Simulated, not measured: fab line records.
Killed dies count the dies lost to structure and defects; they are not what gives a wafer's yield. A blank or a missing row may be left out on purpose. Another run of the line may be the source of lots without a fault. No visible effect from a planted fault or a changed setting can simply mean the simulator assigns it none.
Which tool was responsible?    flow nand harc    13 lots, 39 wafers sampled, at 4 steps of a route of 1159

WHAT EACH GAUGE READ, for each wafer
NHARC_P_GATE_CD_MEAS_59: target cd 720 nm.
lot   measured      on         cd nm (nm)
L463  day 6 05:34   cd sem-01  719.2 719.0 720.7
L464  day 6 13:22   cd sem-01  721.8 722.2 722.2
L465  day 6 14:01   cd sem-01  721.4 722.5 722.4
L466  day 6 23:56   cd sem-02  719.6 717.6 719.6
L469  day 7 12:20   cd sem-01  719.3 719.4 718.6
L473  day 8 18:24   cd sem-02  - - -
L476  day 9 07:40   cd sem-03  721.5 720.1 720.9
L475  day 9 08:06   cd sem-03  719.5 719.4 720.0
L479  day 9 20:03   cd sem-01  720.5 721.0 720.7
L480  day 10 08:08  cd sem-01  720.8 720.0 720.2
L481  day 10 15:32  cd sem-01  722.9 721.6 721.6
L482  day 10 15:55  cd sem-03  719.7 721.6 721.1
L483  day 10 15:43  cd sem-02  722.2 721.8 721.2

WHICH TOOL RAN EACH LOT (tool, then ch and the chambers of the sampled wafers, then the start)
lot   NHARC_P_STI_ETCH_15              NHARC_P_GATE_DESCUM_48              NHARC_P_GATE_EXPOSE_56
L463  rie si-06 ch 1,2,3, day 3 05:52  rie diel-05 ch 0,2,3, day 6 03:59   krf scanner-03 ch 0, day 6 05:25
L464  rie si-03 ch 0,1,2, day 3 13:26  rie diel-05 ch 2,3, day 6 11:55     krf scanner-03 ch 0, day 6 13:14
L465  rie si-01 ch 0,1,3, day 3 17:28  rie diel-01 ch 1,2,3, day 6 12:18   krf scanner-04 ch 0, day 6 13:52
L466  rie si-01 ch 1,2,3, day 3 23:38  rie diel-13 ch 1,3, day 6 22:20     krf scanner-01 ch 0, day 6 23:47
L469  rie si-06 ch 0,1,3, day 4 15:20  rie diel-05 ch 0,1,2, day 7 10:43   krf scanner-03 ch 0, day 7 12:11
L473  rie si-03 ch 0,1,2, day 5 18:21  rie diel-01 ch 0,1, day 8 16:48     krf scanner-01 ch 0, day 8 18:14
L476  rie si-06 ch 0,1,3, day 6 09:19  rie diel-01 ch 0,1, day 9 06:10     krf scanner-04 ch 0, day 9 07:30
L475  rie si-03 ch 0,2,3, day 6 09:20  rie diel-01 ch 0,1,3, day 9 06:37   krf scanner-04 ch 0, day 9 07:57
L479  rie si-03 ch 0,2,3, day 7 05:50  rie diel-05 ch 0,2,3, day 9 18:26   krf scanner-03 ch 0, day 9 19:53
L480  rie si-01 ch 2,3, day 7 11:39    rie diel-05 ch 0,1,3, day 10 06:41  krf scanner-03 ch 0, day 10 07:58
L481  rie si-03 ch 0,1,2, day 7 21:22  rie diel-01 ch 0,1,3, day 10 13:56  krf scanner-01 ch 0, day 10 15:23
L482  rie si-03 ch 0,1,3, day 8 02:17  rie diel-01 ch 0,2,3, day 10 14:18  krf scanner-01 ch 0, day 10 15:46
L483  rie si-01 ch 1,3, day 8 02:24    rie diel-05 ch 0,2,3, day 10 14:07  krf scanner-04 ch 0, day 10 15:34
- NHARC_P_STI_ETCH_15: etches the open film in HBr/Cl2, target depth 300 nm, time 100.1 s.
- NHARC_P_GATE_DESCUM_48: chemistry O2, time 3 s.
- NHARC_P_GATE_EXPOSE_56: exposes mask P PSD, target cd 720 nm.

AS READ BY THE TOOLS THEMSELVES (means over the sampled wafers that have a number; for cases with no such wafer, the mark the record gives instead)
NHARC_P_STI_ETCH_15.
lot   tool       drypump motor current A (A)  hbr flow sccm (sccm)  he backside leak sccm (sccm)  oes product au (a.u.)  throttle valve pct (%)
L463  rie si-06  5.6                          150.2                 2.63                          0.999                  26.404
L464  rie si-03  5.9                          149.9                 2.68                          0.997                  26.404
L465  rie si-01  6.0                          150.2                 2.55                          1.000                  26.411
L466  rie si-01  5.9                          150.4                 2.54                          1.003                  26.409
L469  rie si-06  5.9                          149.7                 2.77                          0.992                  26.414
L473  rie si-03  5.9                          149.8                 2.60                          0.999                  26.401
L476  rie si-06  5.9                          150.4                 2.78                          0.993                  26.405
L475  rie si-03  5.6                          150.1                 2.66                          0.993                  26.407
L479  rie si-03  5.6                          149.7                 2.63                          0.993                  26.404
L480  rie si-01  5.7                          149.7                 2.75                          1.008                  26.396
L481  rie si-03  5.9                          150.1                 2.68                          0.988                  26.395
L482  rie si-03  5.8                          150.2                 2.79                          0.996                  26.399
L483  rie si-01  6.2                          149.6                 2.47                          0.997                  26.406

NHARC_P_GATE_DESCUM_48.
lot   tool         drypump motor current A (A)  mfc ar sccm (sccm)  oes product au (a.u.)  rf vpp V (V)  showerhead plenum p Torr (Torr)  throttle valve pct (%)
L463  rie diel-05  5.2                          0.007               0.998                  57.4          1.90                             11.306
L464  rie diel-05  4.9                          0.000               1.003                  57.9          1.91                             11.297
L465  rie diel-01  5.7                          0.008               0.995                  58.3          1.95                             11.311
L466  rie diel-13  6.1                          0.028               0.997                  57.6          1.79                             11.315
L469  rie diel-05  5.5                          0.014               1.003                  57.0          1.88                             11.307
L473  rie diel-01  5.5                          0.011               0.989                  58.6          2.01                             11.314
L476  rie diel-01  5.8                          0.006               0.990                  58.6          1.99                             11.316
L475  rie diel-01  5.6                          0.006               0.999                  58.6          1.98                             11.316
L479  rie diel-05  5.2                          0.007               0.994                  58.2          1.89                             11.320
L480  rie diel-05  5.6                          0.014               0.997                  57.9          1.87                             11.310
L481  rie diel-01  5.7                          0.006               0.991                  58.5          1.98                             11.320
L482  rie diel-01  6.1                          0.002               0.991                  57.7          1.93                             11.315
L483  rie diel-05  5.2                          0.007               1.001                  57.5          1.89                             11.309

THE ANSWER, worked out from the rows above alone
Rule: the usual values come from the lots themselves. Put in order of their means at a reading, lots are off if they are a third of the lots or fewer, leave a main group of 4 or more, and stand apart from it by a gap of 3 or more times the standard deviation of the main group's means; of several such gaps the widest counts. A main group whose means are all the same, to the digits that the tables above print for the reading, isn't used. Also off: a lot with no number at a reading for which 4 or more lots have one. All remaining lots with rows at the step are treated as sound. After the gauges, taken in route order, come the tools' own readings; for these a lot's mean is taken, as printed above. The first step at which some lot is off is used, and at that step the reading that is off furthest; a lot without a number counts as furthest.
Off: L473 (NHARC_P_GATE_CD_MEAS_59, cd nm). Without a number there: L473. Main group: mean 720.7 nm, sd 1.1.
A tool fits if, at a process step before that reading, it ran every lot that is off, and no sound lot after the first of them. Those tools and the gauges at NHARC_P_GATE_CD_MEAS_59 are tried in the same way. No candidate that was tried fits.

WHAT THE SIMULATOR PUT IN
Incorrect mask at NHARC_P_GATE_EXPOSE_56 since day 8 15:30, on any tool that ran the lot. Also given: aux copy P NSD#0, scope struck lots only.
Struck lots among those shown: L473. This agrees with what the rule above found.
